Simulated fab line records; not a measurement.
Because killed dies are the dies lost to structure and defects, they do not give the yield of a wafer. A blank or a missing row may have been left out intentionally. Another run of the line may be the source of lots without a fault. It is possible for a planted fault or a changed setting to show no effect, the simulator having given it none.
A struck lot beside a sound one | flow n5-finfet | 14 out of 1938 route steps
Sound: these wafers, L958.1, L958.2, L958.3. Wafers struck: L967.2, L967.3, L967.6. Last of all comes the cause.
For every step that has rows: the tool of each side, followed by ch and its chambers, followed by its first start. Under that, the readings that differ: sound wafers | struck wafers | difference of the means | sigmas: that difference in standard deviations of wafers without a fault.
alike: same words and numbers on both sides, and readings whose means sit less than 2 such deviations apart. not compared: any withheld reading, any reading some wafer has no value for, any bound like >300 that may hide the same value, and any number with overlapping values for which the record gives no deviation.
The two part at a step that has a row with sigmas, a row that says differs or no value, or rows on one side only. Numbers that don't overlap but have no deviation are shown without sigmas and don't part them. A reading missing from all wafers of one side parts the sides only when that side holds two or more wafers.

N5_BEOL_M5_DESCUM_16: chemistry O2, time 7 s.
  sound on rie-diel-03 ch 0,1,3, day 10 17:37; struck on rie-diel-03 ch 1,2,3, day 12 19:20
  alike: drypump-motor-current-A, oes-product-au, rf-fwd-power-W, rf-vpp-V, showerhead-plenum-p-Torr, temp-c, throttle-valve-pct
  not compared: rf-hours-counter-h
N5_BEOL_M5_ETCH_72: etches underlayer in N2/H2, target depth 6.5 nm, time 5.2 s.
  sound on rie-diel-03 ch 0,1,3, day 10 17:39; struck on rie-diel-03 ch 1,2,3, day 12 19:22
  alike: drypump-motor-current-A, etch-rf-on-time-s, oes-product-au, rf-fwd-power-W, rf-vpp-V, showerhead-plenum-p-Torr, throttle-valve-pct
  not compared: rf-hours-counter-h
then, 1 step without rows for these wafers: N5_BEOL_M5_ETCH_61 (etches SiARC in CF4, target depth 15.6 nm, time 26 s).
N5_BEOL_M5_ETCH_62: etches SOC in N2/H2, target depth 75 nm, overetch 15 nm, time 112.5 s.
  sound on rie-diel-03 ch 0,1,3, day 10 17:42; struck on rie-diel-03 ch 1,2,3, day 12 19:25
  alike: drypump-motor-current-A, oes-product-au, rf-fwd-power-W, rf-vpp-V, showerhead-plenum-p-Torr, temp-c, throttle-valve-pct
  not compared: rf-hours-counter-h
then, 3 steps without rows for these wafers: N5_BEOL_M5_STRIP_63 (strips in N2/H2); N5_BEOL_M5_STRIP_73 (strips in N2/H2); N5_BEOL_M5_STRIP_64 (strips in CF4).
N5_BEOL_M5_HM_OPEN_17: chemistry Cl2/BCl3, target TiN, target depth 20 nm, overetch 6 nm.
  sound on rie-metal-01 ch 0,1, day 10 17:52; struck on rie-metal-01 ch 1, day 12 19:35
  alike: drypump-motor-current-A, oes-product-au, rf-fwd-power-W, throttle-valve-pct
  not compared: rf-hours-counter-h
N5_BEOL_M5_STRIP_19: strips in O2.
  sound on rie-diel-02 ch 0,1,3, day 10 18:07; struck on rie-diel-02 ch 0,1, day 12 19:42
  alike: drypump-motor-current-A, oes-product-au, rf-vpp-V, showerhead-plenum-p-Torr, temp-c, throttle-valve-pct
  not compared: rf-hours-counter-h
N5_BEOL_M5_CD_MEAS_18: pitch 56 nm, target cd 28 nm.
  sound on cd-sem-02, day 10 18:11; struck on cd-sem-01, day 12 19:46
  alike: cd-nm
then, 2 steps without rows for these wafers: N5_BEOL_M5_COAT_65 (time 60 s, resist thk 60 nm); N5_BEOL_M5_COAT_66 (time 60 s, resist thk 12 nm).
N5_BEOL_M5_COAT_74: time 60 s, resist thk 5 nm.
  sound on litho-track-05 ch 0, day 10 19:11; struck on litho-track-04 ch 0, day 12 19:50
  reading                  | sound                | struck               | difference | sigmas
  heater-power-total-W (W) | 393.0 389.6 393.1    | 389.2 387.1 386.7    | -4.2       | -3
  plate-temp-C (C)         | 204.57 204.66 204.71 | 202.68 203.03 202.80 | -1.81      | -10
then, 1 step without rows for these wafers: N5_BEOL_M5_COAT_22 (resist thk 30 nm).

WHERE THEY PART
Within this record, at N5_BEOL_M5_COAT_74 only.

WHY: what had been put in by the simulator
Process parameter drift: litho-track-04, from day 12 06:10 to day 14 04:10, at N5_BEOL_M5_COAT_74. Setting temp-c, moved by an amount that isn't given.
